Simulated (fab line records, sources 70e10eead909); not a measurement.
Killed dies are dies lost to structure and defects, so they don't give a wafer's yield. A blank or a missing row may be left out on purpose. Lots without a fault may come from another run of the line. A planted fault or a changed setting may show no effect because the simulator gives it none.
fab line records | flow nand_harc
record lots=23 wafers=69 last_day=33
route steps=1302 shown A_CONTACT@1085 A_BLC@1118 A_M0@1150 A_M1@1190
lots that met no fault: from a run of the same line without faults
start_h: hours from the record's first day to the start of the lot's first wafer shown | wait_h: hours since the lot's step before | " the same as in the row above | L1.1+2: a row that stands for several wafers | - no value, or no start given | * or withheld: withheld | < > ~ a bound
route shown NAME@n: a module of which the file shows steps, and the number in the route of the first | usual: mean/standard deviation of fault-free wafers | same: alike in all rows | chamber/n: place in a boat | sites: the reading at each site | _std_site: their standard deviation | _edge_site: outer sites' mean less inner sites' | radius_mm: how far each site lies from the wafer's centre | mask NAME#n: copy n | behind: the tool/chamber that last shaped the wafer | hold: why the lot was held/for how many hours/how that ended | device: the transistor (n, p or np) that didn't switch | end of line: the same wafers' tests at the end of the route | a step without rows: its recipe alone | killed: dies lost to structure and defects at the first sort, not the wafer's yield | map: a wafer's dies, x killed, . not, _ none there
set.NAME: the setting as run; set.NAME@STEP: as run at that earlier step | model.NAME: the simulator's own value behind a step, which no gauge read
steps of the route over a sample of lots; a table a step, a row a wafer
services: from which hour (start_h, from the record's first day; less than 0 if before it) a tool's chamber was out of use, for how many hours, and why
## steps
# step NHARC_A_CONTACT_ETCH_31
# recipe target_depth_a=28000 over_etch_frac=0.3 time_s=728 ion_energy_ev=150 o2_flow_sccm=400 cos_flow_sccm=20 ar_flow_sccm=0 rf_w=500 bias_w=300 chemistry=O2/COS
# usual chamber_pressure_mTorr=20.000/0.02 drypump_motor_current_A=5.8/0.38 oes_product_au=1.002/0.01 rf_fwd_power_W=499.6/1.6 rf_vpp_V=313.7/2.3 showerhead_plenum_p_Torr=3.08/0.15 throttle_valve_pct=28.331/0.009
# same time_s=728
# columns lot.wafer tool chamber start_h wait_h chamber_pressure_mTorr drypump_motor_current_A oes_product_au rf_fwd_power_W rf_hours_counter_h rf_vpp_V showerhead_plenum_p_Torr throttle_valve_pct
L074.4 rie_diel-13 2 - - 20.008 6.3 0.989 501.0 3 311.7 2.96 28.331
L074.1 " 3 " " 19.995 5.8 0.994 500.9 2 313.3 3.09 28.346
L074.3 " 0 " " 20.030 5.4 0.994 502.8 3 316.4 3.37 28.343
L075.3 rie_diel-04 2 - - 20.003 6.1 1.008 499.6 7 312.2 2.99 28.327
L075.2 " 1 " " 20.004 5.5 1.023 500.4 6 313.2 3.03 28.337
L075.6 " 2 " " 20.007 6.0 1.000 500.1 - 312.4 2.99 28.347
L076.2 rie_diel-13 1 - - 19.983 6.2 1.017 502.3 11 311.7 2.97 28.336
L076.3 " 2 " " 19.976 6.3 0.999 496.5 10 310.7 2.95 28.336
L076.5 " 2 " " 19.977 6.3 0.995 496.1 - 312.2 2.95 28.333
L079.1 rie_diel-13 2 - - 19.996 6.3 0.998 500.3 11 311.2 2.95 28.324
L079.6 " 2 " " 20.022 6.3 0.999 501.6 - 313.0 2.95 28.329
L079.5 " 3 " " 19.999 5.8 0.981 502.1 - 313.6 3.09 28.340
L078.3 rie_diel-08 3 - - 20.004 5.8 0.986 502.5 1 313.9 3.04 28.315
L078.2 " 1 " " 20.015 5.8 1.003 499.9 10 314.5 3.11 28.332
L078.6 " 0 " " 20.009 5.3 1.011 499.9 - 309.9 2.91 28.317
L080.2 rie_diel-04 3 - - 20.014 5.5 1.016 498.9 13 315.5 3.15 28.327
L080.1 " 0 " " 19.953 5.1 1.013 501.8 14 317.3 3.27 28.328
L080.6 " 3 " " 19.984 5.5 1.008 498.5 - 315.1 3.15 28.331
L082.1 rie_diel-13 1 - - 19.999 6.2 1.007 499.8 16 312.6 2.96 28.340
L082.3 " 3 " " 20.017 5.8 0.990 500.1 13 313.9 3.09 28.329
L082.6 " 2 " " 19.998 6.3 0.994 501.2 - 311.6 2.95 28.331
L081.3 rie_diel-13 0 - - 20.031 5.4 0.996 499.3 17 317.2 3.36 28.324
L081.1 " 1 " " 20.024 6.2 1.003 500.4 18 314.0 2.96 28.346
L081.6 " 3 " " 20.041 5.7 1.001 500.2 - 314.3 3.09 28.332
L083.1 rie_diel-13 3 - - 19.988 5.8 0.996 496.4 18 312.8 3.09 28.321
L083.5 " 0 " " 19.986 5.4 0.987 501.2 - 317.1 3.36 28.327
L083.6 " 1 " " 19.997 6.1 0.993 499.5 - 312.0 2.96 28.317
L084.1 rie_diel-08 2 - - 19.989 5.9 1.007 500.6 5 312.3 3.03 28.345
L084.2 " 3 " " 20.022 5.9 0.995 497.3 17 312.2 3.03 28.320
L084.3 " 1 " " 20.011 5.8 0.994 501.4 28 313.4 3.10 28.341
L085.1 rie_diel-13 2 - - 19.969 6.3 0.982 500.0 22 312.1 2.95 28.345
L085.4 " 0 " " 20.003 5.4 0.993 499.1 23 317.6 3.36 28.345
L085.6 " 3 " " 19.979 5.7 1.000 495.7 - 313.6 3.09 28.315
L086.2 rie_diel-13 0 - - 19.987 5.4 0.992 500.0 26 317.8 3.36 28.336
L086.4 " 1 " " 19.995 6.2 1.008 502.0 27 310.9 2.96 28.324
L086.5 " 0 " " 20.004 5.4 0.986 498.1 - 317.0 3.36 28.323
L087.1 rie_diel-13 0 - - 20.004 5.4 1.000 498.3 28 317.0 3.36 28.325
L087.2 " 2 " " 19.967 6.3 0.985 500.2 27 312.1 2.95 28.323
L087.4 " 3 " " 20.001 5.8 1.011 499.1 26 314.6 3.08 28.344
L089.3 rie_diel-13 0 - - 19.991 5.4 0.999 495.6 29 317.6 3.36 28.338
L089.1 " 2 " " 19.994 6.3 0.994 503.6 27 312.4 2.95 28.331
L089.2 " 3 " " 19.999 5.8 1.005 500.1 26 313.4 3.08 28.329
L088.3 rie_diel-08 2 - - 19.984 5.9 1.024 500.7 27 312.9 3.02 28.334
L088.4 " 0 " " 19.972 5.3 1.005 501.7 44 311.3 2.89 28.308
L088.6 " 2 " " 19.965 5.9 1.024 500.8 - 313.9 3.02 28.335
L090.1 rie_diel-08 2 - - 20.032 5.9 1.008 498.6 32 314.4 3.02 28.324
L090.5 " 1 " " 19.986 5.8 1.014 499.5 - 312.7 3.09 28.332
L090.6 " 2 " " 20.010 5.9 1.014 500.1 - 313.3 3.02 28.337
L093.2 rie_diel-04 3 - - 20.009 5.5 0.994 498.8 49 314.5 3.14 28.317
L093.1 " 2 " " 20.009 6.1 1.002 500.4 57 310.8 2.97 28.324
L093.5 " 3 " " 20.028 5.5 1.016 499.5 - 314.3 3.14 28.336
L091.2 rie_diel-08 2 - - 20.017 5.9 1.007 499.1 39 312.3 3.02 28.338
L091.5 " 3 " " 19.990 5.9 0.993 500.1 - 313.5 3.02 28.339
L091.6 " 0 " " 19.979 5.3 1.011 498.9 - 311.6 2.89 28.336
L092.3 rie_diel-04 0 - - 19.996 5.1 1.003 498.8 56 316.5 3.25 28.329
L092.2 " 2 " " 19.984 6.2 0.995 498.7 59 311.5 2.97 28.350
L092.4 " 3 " " 19.996 5.5 1.003 501.8 - 314.8 3.13 28.339
L094.3 rie_diel-13 3 709.11 - 20.018 5.8 0.989 500.0 0 311.5 3.08 28.353
L094.2 " 1 " " 19.975 6.2 0.994 499.2 0 311.7 2.95 28.331
L094.5 " 3 " " 19.976 5.8 0.986 501.5 - 313.4 3.08 28.319
L095.3 rie_diel-04 3 - - 20.000 5.5 0.996 499.3 3 314.7 3.13 28.339
L095.2 " 0 " " 20.011 5.1 0.991 497.1 3 315.1 3.25 28.327
L095.1 " 1 " " 20.053 5.5 1.018 498.5 3 312.3 3.00 28.328
L096.4 rie_diel-13 0 - - 19.998 5.4 1.016 497.6 5 315.1 3.35 28.317
L096.2 " 1 " " 20.016 6.2 0.995 498.9 5 311.9 2.95 28.335
L096.1 " 2 " " 20.003 6.3 0.988 497.5 5 312.8 2.94 28.321
L097.4 rie_diel-13 3 - - 20.028 5.8 0.986 499.2 6 313.1 3.08 28.321
L097.2 " 1 " " 19.987 6.2 0.984 498.3 5 312.0 2.95 28.334
L097.6 " 0 " " 20.040 5.4 1.008 502.7 - 318.4 3.35 28.332
# step NHARC_A_CONTACT_ETCH_98
# recipe target_depth_a=200 over_etch_frac=0.5 time_s=10 ion_energy_ev=250 c4f6_flow_sccm=25 o2_flow_sccm=20 ar_flow_sccm=500 rf_w=600 bias_w=500 chemistry=C4F6/O2
# usual chamber_pressure_mTorr=30.00/0.031 drypump_motor_current_A=5.8/0.36 oes_product_au=0.956/0.021 rf_fwd_power_W=586.5/2.4 rf_vpp_V=546/3.9 showerhead_plenum_p_Torr=3.87/0.18 throttle_valve_pct=26.903/0.0089
# same time_s=10
# columns lot.wafer tool chamber start_h wait_h chamber_pressure_mTorr drypump_motor_current_A oes_product_au rf_fwd_power_W rf_hours_counter_h rf_vpp_V showerhead_plenum_p_Torr throttle_valve_pct
L074.1 rie_diel-13 2 - - 29.96 6.3 0.946 584.9 4 542 3.72 26.898
L074.3 " 3 " " 30.01 5.8 0.944 588.3 3 545 3.89 26.899
L074.4 " 1 " " 29.97 6.1 0.970 588.1 5 544 3.74 26.905
L075.2 rie_diel-13 0 - - 30.03 5.4 0.942 584.3 10 554 4.22 26.896
L075.3 " 3 " " 30.03 5.8 0.945 589.5 8 546 3.89 26.899
L075.6 " 0 " " 30.01 5.4 0.934 584.9 - 553 4.22 26.883
L076.2 rie_diel-13 2 - - 29.99 6.3 0.931 581.9 10 543 3.72 26.908
L076.3 " 3 " " 30.00 5.8 0.932 586.1 8 547 3.89 26.911
L076.5 " 1 " " 29.98 6.2 0.967 586.9 - 542 3.73 26.895
L079.1 rie_diel-08 0 567.25 0.2 30.01 5.3 1.002 588.5 4 541 3.67 26.908
L079.6 " 0 " " 30.00 5.3 1.006 589.9 - 542 3.67 26.889
L079.5 " 1 " " 29.93 5.8 1.004 584.1 - 549 3.92 26.917
L078.2 rie_diel-04 2 - - 30.04 6.2 0.941 589.3 12 543 3.76 26.909
L078.3 " 3 " " 29.97 5.5 0.954 587.5 13 547 3.96 26.905
L078.6 " 2 " " 30.04 6.2 0.947 589.4 - 544 3.76 26.900
L080.2 rie_diel-13 2 - - 29.96 6.3 0.955 584.0 13 543 3.72 26.900
L080.1 " 3 " " 30.02 5.8 0.953 588.7 11 546 3.89 26.882
L080.6 " 0 " " 29.98 5.4 0.958 585.8 - 553 4.22 26.898
L082.1 rie_diel-13 2 - - 30.02 6.3 0.948 584.7 16 542 3.72 26.891
L082.3 " 3 " " 30.04 5.8 0.961 589.0 15 545 3.88 26.904
L082.6 " 2 " " 29.97 6.3 0.945 584.4 - 543 3.72 26.915
L081.1 rie_diel-08 3 602.62 0.1 29.98 5.8 0.956 583.0 13 544 3.82 26.899
L081.3 " 1 " " 30.00 5.9 0.962 583.9 23 545 3.90 26.907
L081.6 " 0 " " 29.98 5.3 0.962 587.2 - 542 3.66 26.901
L083.1 rie_diel-08 0 - - 29.98 5.3 0.964 591.7 27 540 3.66 26.932
L083.6 " 1 " " 30.03 5.9 0.943 582.8 - 547 3.90 26.904
L083.5 " 2 " " 30.02 5.9 0.961 586.6 - 543 3.82 26.905
L084.2 rie_diel-13 0 623.35 0.1 29.99 5.4 0.944 584.5 21 553 4.21 26.903
L084.1 " 2 " " 30.01 6.3 0.934 586.8 20 542 3.71 26.912
L084.3 " 3 " " 29.96 5.8 0.945 586.4 18 545 3.88 26.911
L085.1 rie_diel-08 3 - - 30.00 5.9 0.938 585.7 23 544 3.81 26.896
L085.4 " 1 " " 29.97 5.8 0.969 586.2 35 546 3.90 26.908
L085.6 " 2 " " 29.93 5.9 0.949 585.2 - 545 3.81 26.900
L086.2 rie_diel-13 1 - - 30.02 6.2 0.935 587.3 27 542 3.73 26.896
L086.4 " 2 " " 30.00 6.3 0.934 586.0 25 543 3.71 26.888
L086.5 " 1 " " 29.96 6.1 0.949 585.9 - 543 3.73 26.899
L087.4 rie_diel-13 2 - - 30.01 6.3 0.942 587.6 27 542 3.71 26.913
L087.1 " 0 " " 29.98 5.4 0.932 590.3 28 552 4.21 26.907
L087.2 " 1 " " 29.99 6.2 0.963 586.3 29 543 3.73 26.900
L089.2 rie_diel-13 2 - - 29.97 6.3 0.936 583.9 28 542 3.71 26.905
L089.1 " 3 " " 30.03 5.8 0.939 590.8 26 545 3.88 26.876
L089.3 " 1 " " 30.02 6.2 0.962 588.5 30 541 3.72 26.905
L088.3 rie_diel-13 2 - - 29.97 6.3 0.945 584.2 28 543 3.71 26.907
L088.4 " 3 " " 30.02 5.8 0.934 587.5 26 545 3.88 26.908
L088.6 " 1 " " 30.01 6.2 0.956 586.0 - 543 3.72 26.921
L090.1 rie_diel-04 1 - - 30.01 5.5 0.944 586.0 53 545 3.78 26.904
L090.6 " 3 " " 29.98 5.5 0.918 587.5 - 548 3.94 26.889
L090.5 " 0 " " 30.02 5.1 0.939 584.8 - 549 4.08 26.909
L093.1 rie_diel-08 0 - - 30.03 5.3 0.967 588.0 54 542 3.64 26.898
L093.2 " 2 " " 30.00 5.9 0.977 586.9 39 543 3.80 26.903
L093.5 " 0 " " 30.02 5.3 0.968 590.2 - 541 3.64 26.876
L091.2 rie_diel-13 0 - - 29.99 5.4 1.001 588.5 0 552 4.20 26.897
L091.5 " 1 " " 29.99 6.2 0.990 586.6 - 543 3.72 26.904
L091.6 " 2 " " 30.02 6.3 0.987 584.4 - 541 3.71 26.908
L092.2 rie_diel-13 3 - - 30.03 5.8 0.985 592.1 1 547 3.87 26.903
L092.3 " 0 " " 30.01 5.4 1.008 585.3 1 554 4.20 26.903
L092.4 " 2 " " 29.99 6.3 0.983 583.4 1 543 3.71 26.899
L094.2 rie_diel-13 3 - - 29.98 5.8 0.940 588.3 1 546 3.87 26.911
L094.3 " 0 " " 29.97 5.4 0.954 586.4 1 552 4.20 26.905
L094.5 " 1 " " 30.01 6.2 0.931 584.5 - 543 3.72 26.899
L095.2 rie_diel-13 1 - - 29.93 6.2 0.948 587.0 3 545 3.72 26.900
L095.3 " 2 " " 30.01 6.3 0.941 586.3 3 543 3.70 26.910
L095.1 " 3 " " 29.95 5.8 0.940 590.6 3 546 3.87 26.899
L096.4 rie_diel-13 3 - - 29.98 5.8 0.944 588.3 6 546 3.87 26.915
L096.1 " 0 " " 30.03 5.4 0.948 587.6 6 553 4.20 26.894
L096.2 " 2 " " 29.97 6.3 0.942 586.0 6 542 3.70 26.889
L097.2 rie_diel-13 2 - - 30.00 6.3 0.956 588.1 6 543 3.70 26.895
L097.4 " 1 " " 30.00 6.2 0.948 585.7 5 543 3.72 26.909
L097.6 " 2 " " 30.00 6.3 0.945 590.7 - 541 3.70 26.909
# step NHARC_A_BLC_OVL_MEAS_11
# usual overlay_x_nm=0.1/0.69 overlay_y_nm=-0.1/0.82
# columns lot.wafer tool chamber start_h wait_h overlay_x_nm overlay_y_nm
L074.1 overlay-01 - 543.24 - -0.4 -0.1
L074.3 " - " " -0.2 -1.1
L074.4 " - " " -0.8 -1.1
L075.2 overlay-01 - 566.15 - -0.5 0.5
L075.3 " - " " -0.4 0.5
L075.6 " - " " -0.2 0.6
L076.2 overlay-01 - 566.61 - 0.7 1.7
L076.3 " - " " 0.6 1.4
L076.5 " - " " 0.6 1.6
L079.1 overlay-01 - 570.39 - 0.4 -0.9
L079.5 " - " " 0.7 -1.0
L079.6 " - " " 0.4 -0.7
L078.2 overlay-02 - 583.58 - 1.0 0.0
L078.3 " - " " 1.0 -0.7
L078.6 " - " " 0.7 0.6
L080.1 overlay-02 - 583.95 - 0.9 0.3
L080.2 " - " " 0.9 -0.2
L080.6 " - " " 0.6 0.7
L082.1 overlay-01 - 600.98 - -0.9 -1.5
L082.3 " - " " -0.6 -0.8
L082.6 " - " " 0.0 -0.5
L081.1 overlay-01 - 605.88 - 0.4 1.2
L081.3 " - " " 0.5 0.8
L081.6 " - " " 0.5 1.2
L083.1 overlay-01 - 622.96 - -1.0 0.0
L083.5 " - " " -1.0 0.4
L083.6 " - " " -0.7 0.4
L084.1 overlay-02 - 626.46 - 1.0 -0.7
L084.2 " - " " 0.2 -0.6
L084.3 " - " " 0.6 -0.8
L085.1 overlay-02 - 637.45 - -0.2 -0.3
L085.4 " - " " 0.0 0.1
L085.6 " - " " -0.5 0.5
L086.2 overlay-02 - 657.75 - -1.2 -1.1
L086.4 " - " " -0.8 -1.0
L086.5 " - " " -0.7 -1.3
L087.1 overlay-01 - 665.73 - -0.8 0.9
L087.2 " - " " -0.4 0.9
L087.4 " - " " 0.3 0.5
L089.1 overlay-02 - 670.80 - -0.3 -0.4
L089.2 " - " " -1.3 -0.5
L089.3 " - " " -0.4 -0.3
L088.3 overlay-01 - 671.60 - 0.0 -0.4
L088.4 " - " " 0.3 -1.3
L088.6 " - " " -0.1 -0.7
L090.1 overlay-01 - 692.23 - 0.0 0.2
L090.5 " - " " -0.1 -0.1
L090.6 " - " " 0.1 -0.2
L093.1 overlay-02 - 707.83 - 0.1 -0.7
L093.2 " - " " 0.6 0.0
L093.5 " - " " 0.7 -0.1
L091.2 overlay-02 - 710.13 - -0.4 0.3
L091.5 " - " " -1.0 -0.1
L091.6 " - " " -0.8 0.3
L092.2 overlay-01 - 713.48 - 0.0 1.8
L092.3 " - " " 0.1 1.6
L092.4 " - " " 0.6 1.5
L094.2 overlay-01 - 714.64 - 0.9 -1.0
L094.3 " - " " 1.0 -0.9
L094.5 " - " " 1.0 -1.1
L095.1 overlay-02 - 730.74 - -0.2 -0.7
L095.2 " - " " -0.9 -0.4
L095.3 " - " " -0.2 0.0
L096.1 overlay-02 - 754.59 - -0.4 -0.2
L096.2 " - " " -0.1 -0.2
L096.4 " - " " -0.7 -0.7
L097.2 overlay-02 - 755.17 - 0.9 0.5
L097.4 " - " " 0.7 -0.1
L097.6 " - " " 0.3 -0.4
# step NHARC_A_BLC_CD_MEAS_19
# usual cd_nm=100.6/2.3
# columns lot.wafer tool chamber start_h wait_h cd_nm
L074.1 cd_sem-01 - 544.30 - 99.4
L074.3 " - " " 102.1
L074.4 " - " " 100.6
L075.2 cd_sem-01 - 567.21 - 103.3
L075.3 " - " " 99.7
L075.6 " - " " 104.8
L076.2 cd_sem-03 - 567.68 - 100.6
L076.3 " - " " 98.6
L076.5 " - " " 99.1
L079.1 cd_sem-01 - 571.47 - 98.8
L079.5 " - " " 100.9
L079.6 " - " " 101.7
L078.2 cd_sem-03 - 584.65 - 100.6
L078.3 " - " " 98.5
L078.6 " - " " 102.1
L080.1 cd_sem-02 - 585.02 - 98.7
L080.2 " - " " 101.6
L080.6 " - " " 100.7
L082.1 cd_sem-01 - 602.03 - 96.8
L082.3 " - " " 99.4
L082.6 " - " " 104.5
L081.1 cd_sem-01 - 606.94 - 97.0
L081.3 " - " " 97.9
L081.6 " - " " 101.3
L083.1 cd_sem-01 - 624.02 - 103.1
L083.5 " - " " 101.6
L083.6 " - " " 101.6
L084.1 cd_sem-03 - 627.51 - 100.9
L084.2 " - " " 102.8
L084.3 " - " " 98.8
L085.1 cd_sem-02 - 638.52 - 100.0
L085.4 " - " " 103.9
L085.6 " - " " 105.5
L086.2 cd_sem-01 - 658.82 - 104.9
L086.4 " - " " 97.7
L086.5 " - " " 103.6
L087.1 cd_sem-02 - 666.79 - 96.9
L087.2 " - " " 101.6
L087.4 " - " " 100.3
L089.1 cd_sem-02 - 671.87 - 101.7
L089.2 " - " " 99.9
L089.3 " - " " 104.1
L088.3 cd_sem-02 - 672.67 - 102.4
L088.4 " - " " 97.5
L088.6 " - " " 102.4
L090.1 cd_sem-03 - 693.29 - 97.2
L090.5 " - " " 98.4
L090.6 " - " " 100.4
L093.1 cd_sem-03 - 708.89 - 101.7
L093.2 " - " " 98.7
L093.5 " - " " 99.9
L091.2 cd_sem-02 - 711.20 - 100.0
L091.5 " - " " 99.1
L091.6 " - " " 103.8
L092.2 cd_sem-02 - 714.54 - 95.4
L092.3 " - " " 99.5
L092.4 " - " " 97.5
L094.2 cd_sem-03 - 715.72 - 101.4
L094.3 " - " " 98.7
L094.5 " - " " 100.1
L095.1 cd_sem-01 - 731.80 - 101.4
L095.2 " - " " 99.0
L095.3 " - " " 99.3
L096.1 cd_sem-02 - 755.66 - 101.1
L096.2 " - " " 101.4
L096.4 " - " " 100.6
L097.2 cd_sem-01 - 756.25 - 99.8
L097.4 " - " " 98.9
L097.6 " - " " 101.2
# step NHARC_A_M0_DESCUM_14
# recipe time_s=3 o2_flow_sccm=200 ar_flow_sccm=0 bias_power_w=0 chemistry=O2
# usual chamber_pressure_mTorr=60.01/0.058 drypump_motor_current_A=5.9/0.53 oes_product_au=1.003/0.01 rf_vpp_V=57.9/0.89 showerhead_plenum_p_Torr=1.91/0.058 throttle_valve_pct=11.312/0.0089
# same bias_power_w=0 time_s=3
# columns lot.wafer tool chamber start_h wait_h chamber_pressure_mTorr drypump_motor_current_A oes_product_au rf_hours_counter_h rf_vpp_V showerhead_plenum_p_Torr throttle_valve_pct
L074.3 rie_diel-03 2 547.25 0.1 60.00 5.2 1.001 3.8 56.5 1.90 11.310
L074.1 " 0 " " 59.99 6.8 0.998 3.8 58.6 1.94 11.313
L074.4 " 1 " " 60.03 6.1 0.996 3.9 56.9 1.82 11.300
L075.2 rie_diel-03 1 570.16 0.1 59.88 6.1 0.997 4.6 58.0 1.82 11.304
L075.3 " 2 " " 60.08 5.2 0.998 4.5 57.0 1.90 11.314
L075.6 " 1 " " 60.00 6.1 0.988 - 57.3 1.82 11.330
L076.3 rie_diel-03 2 570.62 0.1 60.11 5.2 1.006 4.6 58.2 1.90 11.307
L076.2 " 1 " " 59.97 6.1 0.997 4.7 57.8 1.82 11.325
L076.5 " 2 " " 59.98 5.2 1.012 - 59.2 1.90 11.296
L079.1 rie_diel-03 3 574.41 0.1 60.11 6.4 1.004 5.0 57.6 1.88 11.299
L079.6 " 3 " " 59.95 6.4 1.004 - 57.5 1.88 11.311
L079.5 " 0 " " 59.94 6.8 1.003 - 59.0 1.94 11.321
L078.2 rie_diel-07 0 587.60 0.1 59.90 5.8 0.999 6.0 57.3 1.91 11.311
L078.3 " 1 " " 60.08 5.5 0.996 5.5 57.5 1.82 11.311
L078.6 " 3 " " 59.96 5.8 1.013 - 57.3 1.89 11.308
L080.1 rie_diel-03 1 588.08 0.1 60.01 6.1 0.993 6.3 58.2 1.82 11.301
L080.2 " 2 " " 59.86 5.2 1.012 6.1 57.6 1.90 11.302
L080.6 " 1 " " 60.01 6.1 0.992 - 56.9 1.82 11.315
L082.1 rie_diel-05 3 605.28 0.1 59.98 6.2 1.006 1.2 56.7 1.83 11.313
L082.3 " 0 " " 60.06 5.0 0.976 1.1 58.6 2.00 11.306
L082.6 " 0 " " 60.04 5.0 0.980 - 57.8 2.00 11.317
L081.3 rie_diel-07 0 610.42 0.1 59.97 5.8 1.011 7.4 58.9 1.91 11.311
L081.1 " 2 " " 59.96 6.1 1.001 6.1 59.5 1.96 11.293
L081.6 " 0 " " 60.00 5.8 1.010 - 57.6 1.91 11.320
L083.1 rie_diel-03 0 627.22 0.1 59.96 6.8 1.006 9.9 58.3 1.93 11.322
L083.5 " 3 " " 60.04 6.4 1.010 - 58.0 1.88 11.302
L083.6 " 0 " " 60.10 6.8 0.993 - 58.1 1.93 11.307
L084.2 rie_diel-05 3 630.57 0.1 59.96 6.2 1.003 2.4 57.5 1.83 11.304
L084.3 " 0 " " 59.96 5.0 0.983 2.3 58.3 2.00 11.317
L084.1 " 2 " " 60.03 6.5 1.024 2.6 58.2 1.98 11.319
L085.4 rie_diel-07 0 641.59 0.1 60.09 5.8 0.996 9.5 57.8 1.91 11.285
L085.1 " 2 " " 60.06 6.1 0.994 7.8 56.7 1.96 11.294
L085.6 " 1 " " 59.97 5.5 0.978 - 59.3 1.82 11.313
L086.2 rie_diel-07 2 661.75 0.1 60.01 6.1 1.006 0.1 58.7 1.96 11.313
L086.4 " 1 " " 60.01 5.5 0.996 0.1 57.4 1.82 11.319
L086.5 " 2 " " 60.01 6.1 1.003 - 57.0 1.96 11.306
L087.1 rie_diel-07 1 670.03 0.1 59.98 5.5 1.004 0.7 57.8 1.82 11.315
L087.4 " 2 " " 60.04 6.1 1.009 0.7 57.8 1.96 11.312
L087.2 " 0 " " 60.01 5.8 1.008 0.9 58.1 1.91 11.312
L089.1 rie_diel-05 3 674.93 0.1 60.01 6.2 0.992 6.1 58.8 1.82 11.307
L089.3 " 0 " " 60.10 5.0 0.977 5.8 56.0 1.99 11.345
L089.2 " 1 " " 59.95 5.1 1.015 5.2 56.4 1.94 11.304
L088.4 rie_diel-05 3 675.77 0.1 59.90 6.2 1.008 6.2 56.8 1.83 11.310
L088.3 " 0 " " 59.98 5.0 0.986 5.9 57.8 1.99 11.308
L088.6 " 2 " " 59.94 6.5 1.018 - 58.0 1.98 11.311
L090.1 rie_diel-05 1 696.38 0.1 60.08 5.1 1.006 5.5 59.0 1.94 11.312
L090.6 " 0 " " 60.05 5.0 0.991 - 59.3 1.99 11.310
L090.5 " 1 " " 59.99 5.1 1.006 - 59.0 1.94 11.322
L093.1 rie_diel-07 2 711.95 0.1 59.95 6.1 1.012 2.5 58.4 1.96 11.305
L093.2 " 0 " " 60.00 5.8 0.998 2.1 56.3 1.91 11.311
L093.5 " 2 " " 60.06 6.1 1.002 - 58.5 1.96 11.322
L091.2 rie_diel-07 2 714.27 0.1 59.96 6.1 1.006 2.6 60.0 1.96 11.316
L091.6 " 3 " " 60.05 5.8 1.019 - 57.9 1.88 11.315
L091.5 " 0 " " 60.09 5.8 1.007 - 57.0 1.91 11.305
L092.4 rie_diel-07 2 717.46 0.1 60.04 6.1 1.005 2.7 56.8 1.96 11.315
L092.2 " 0 " " 59.98 5.8 1.009 2.3 57.1 1.91 11.320
L092.3 " 1 " " 59.95 5.5 1.013 2.4 57.6 1.82 11.297
L094.2 rie_diel-07 0 718.82 0.1 59.93 5.8 1.010 2.3 56.3 1.91 11.314
L094.3 " 2 " " 59.98 6.1 1.016 2.7 58.8 1.96 11.304
L094.5 " 0 " " 60.11 5.8 1.003 - 57.9 1.91 11.312
L095.3 rie_diel-05 0 734.87 0.1 60.02 5.0 0.988 7.7 58.6 1.99 11.309
L095.1 " 1 " " 60.00 5.1 0.999 7.0 58.9 1.94 11.300
L095.2 " 2 " " 60.04 6.5 1.023 5.9 60.1 1.98 11.306
L096.2 rie_diel-07 0 758.73 0.1 59.93 5.8 0.983 4.6 57.8 1.91 11.302
L096.4 " 1 " " 59.93 5.5 0.997 4.7 58.1 1.82 11.323
L096.1 " 3 " " 60.12 5.8 0.990 4.9 58.8 1.88 11.338
L097.2 rie_diel-05 2 759.32 0.1 60.01 6.5 1.021 7.6 58.5 1.98 11.309
L097.4 " 0 " " 60.02 5.0 0.986 9.4 56.0 1.99 11.314
L097.6 " 1 " " 59.99 5.1 1.003 - 58.6 1.94 11.322
# step NHARC_A_M1_PRE_CLEAN_30
# recipe time_s=30 temp_c=280 gas=H2/He
# usual heater_power_w=392/39
# same time_s=30
# columns lot.wafer tool chamber start_h wait_h heater_power_w
L074.3 pvd_sputter-03 - - - 358
L074.1 " - " " 473
L074.4 " - " " 379
L075.3 pvd_sputter-01 - - - 386
L075.2 " - " " 382
L075.6 " - " " 384
L076.3 pvd_sputter-02 - - - 399
L076.2 " - " " 361
L076.5 " - " " 333
L079.1 pvd_sputter-01 - - - 429
L079.6 " - " " 398
L079.5 " - " " 445
L078.3 pvd_sputter-02 - - - 358
L078.2 " - " " 373
L078.6 " - " " 357
L080.1 pvd_sputter-02 - - - 412
L080.2 " - " " 349
L080.6 " - " " 351
L082.3 pvd_sputter-02 - - - 357
L082.1 " - " " 338
L082.6 " - " " 374
L081.3 pvd_sputter-01 - - - 383
L081.1 " - " " 407
L081.6 " - " " 399
L083.1 pvd_sputter-03 - - - 379
L083.5 " - " " 473
L083.6 " - " " 380
L084.3 pvd_sputter-02 - - - 371
L084.2 " - " " 344
L084.1 " - " " 405
L085.4 pvd_sputter-03 - - - 483
L085.1 " - " " 356
L085.6 " - " " 481
L086.4 pvd_sputter-01 - - - 386
L086.2 " - " " 387
L086.5 " - " " 409
L087.2 pvd_sputter-03 - - - 368
L087.4 " - " " 429
L087.1 " - " " 482
L089.1 pvd_sputter-01 - - - 405
L089.2 " - " " 416
L089.3 " - " " 384
L088.3 pvd_sputter-02 - - - 361
L088.4 " - " " 386
L088.6 " - " " 374
L090.1 pvd_sputter-01 - - - 395
L090.5 " - " " 385
L090.6 " - " " 390
L093.2 pvd_sputter-01 - - - 410
L093.1 " - " " 386
L093.5 " - " " 394
L091.2 pvd_sputter-02 - - - 370
L091.6 " - " " 391
L091.5 " - " " 367
L092.4 pvd_sputter-02 - - - 328
L092.3 " - " " 388
L092.2 " - " " 369
L094.3 pvd_sputter-03 - - - 366
L094.2 " - " " 498
L094.5 " - " " 432
L095.1 pvd_sputter-03 - - - 376
L095.3 " - " " 441
L095.2 " - " " 359
L096.4 pvd_sputter-02 - - - 394
L096.1 " - " " 373
L096.2 " - " " 374
L097.2 pvd_sputter-03 - - - 373
L097.4 " - " " 359
L097.6 " - " " 492
## services
# columns tool chamber start_h hours kind
rie_diel-13 - 519.29 9.0 pm
pvd_sputter-03 - 530.02 10.0 pm
rie_diel-04 - 532.03 9.0 pm
rie_diel-08 3 538.83 31.0 repair
rie_diel-08 - 545.11 9.0 pm
rie_diel-04 - 557.25 0.3 repair
rie_diel-08 2 560.10 45.4 repair
rie_diel-05 - 583.64 9.0 pm
rie_diel-04 2 613.68 4.1 repair
rie_diel-13 1 618.92 4.5 repair
rie_diel-05 2 635.47 6.6 repair
pvd_sputter-02 - 638.05 10.0 pm
rie_diel-07 - 648.25 9.0 pm
rie_diel-08 1 681.62 4.2 repair
pvd_sputter-02 - 686.92 1.7 repair
rie_diel-13 - 696.40 9.0 pm
pvd_sputter-02 - 700.62 1.2 repair
rie_diel-07 - 701.65 0.5 repair
pvd_sputter-02 - 703.01 8.1 repair
rie_diel-08 - 722.91 9.0 pm
pvd_sputter-02 - 723.86 1.9 repair
rie_diel-07 2 725.67 1.3 repair
rie_diel-08 2 740.51 2.4 repair
rie_diel-08 2 745.24 7.4 repair
## key
fault none
